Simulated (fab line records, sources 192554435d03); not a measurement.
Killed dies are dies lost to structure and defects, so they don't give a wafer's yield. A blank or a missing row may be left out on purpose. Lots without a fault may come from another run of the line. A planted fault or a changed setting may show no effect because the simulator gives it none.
Chamber matching | flow n5_finfet | N5_BEOL_M5_ETCH_75 on rie_diel-06: 4 sister chambers
The step etches underlayer in N2/H2, target depth 6.5 nm, time 5.2 s. 14 wafers are shown with their chamber, then 7 later ones without.

WAFERS WITH THEIR CHAMBER
wafer  | chamber | throttle_valve_pct (%) | showerhead_plenum_p_Torr (Torr) | rf_vpp_V (V)
L078.4 | 1       | 17.85                  | 2.49                            | 519.9
L078.5 | 2       | 17.74                  | 2.56                            | 523.2
L078.6 | 3       | 17.77                  | 2.40                            | 518.5
L080.3 | 3       | 17.80                  | 2.40                            | 519.9
L080.4 | 1       | 17.85                  | 2.49                            | 522.9
L080.5 | 3       | 17.79                  | 2.40                            | 518.1
L083.2 | 0       | 17.92                  | 2.63                            | 526.6
L083.3 | 1       | 17.88                  | 2.49                            | 521.8
L083.4 | 2       | 17.77                  | 2.55                            | 524.2
L084.4 | 3       | 17.35                  | 2.72                            | 527.8
L084.5 | 1       | 17.88                  | 2.49                            | 521.8
L084.6 | 2       | 17.76                  | 2.55                            | 523.8
L085.1 | 1       | 17.89                  | 2.48                            | 521.2
L085.2 | 0       | 17.94                  | 2.63                            | 526.4

SIGNATURES (means of the wafers above)
reading                  | chamber 0 | chamber 1 | chamber 2 | chamber 3 | scatter within a chamber
throttle_valve_pct       | 17.9300   | 17.8700   | 17.7567   | 17.6775   | 0.121
showerhead_plenum_p_Torr | 2.6300    | 2.4880    | 2.5533    | 2.4800    | 0.0877
rf_vpp_V                 | 526.500   | 521.520   | 523.733   | 521.075   | 2.6
Rule: a wafer's distance from a chamber is the root of the sum, over the readings, of the square of ((its reading less the chamber's mean) divided by the reading's scatter). The wafer belongs to the nearest chamber; if the next one is less than 2 further off, it can't be placed. The scatter: the root of (the sum of the squares of (reading less its chamber's mean) over the shown wafers, divided by (wafers less chambers)).

WAFERS WITHOUT THEIR CHAMBER
wafer  | throttle_valve_pct (%) | showerhead_plenum_p_Torr (Torr) | rf_vpp_V (V)
L085.6 | 17.90                  | 2.48                            | 521.1
L086.3 | 17.75                  | 2.55                            | 523.4
L086.5 | 17.35                  | 2.71                            | 528.8
L086.6 | 17.93                  | 2.63                            | 526.2
L092.1 | 17.39                  | 2.71                            | 527.9
L092.2 | 17.80                  | 2.54                            | 522.3
L092.5 | 17.89                  | 2.48                            | 522.0

WHICH CHAMBER EACH WENT THROUGH
wafer  | from the rows above               | in truth
L085.6 | can't be placed: 1 or 2 or 3      | 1
L086.3 | can't be placed: 2 or 3 or 1 or 0 | 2
L086.5 | can't be placed: 2 or 3 or 0 or 1 | 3
L086.6 | can't be placed: 0 or 2           | 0
L092.1 | can't be placed: 2 or 3 or 0 or 1 | 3
L092.2 | can't be placed: 2 or 1 or 3 or 0 | 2
L092.5 | can't be placed: 1 or 2 or 3      | 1
Placed correctly: 0 of 7. Can't be placed from these rows: 7 (the true chamber is among the candidates in 7). Placed wrongly: 0.
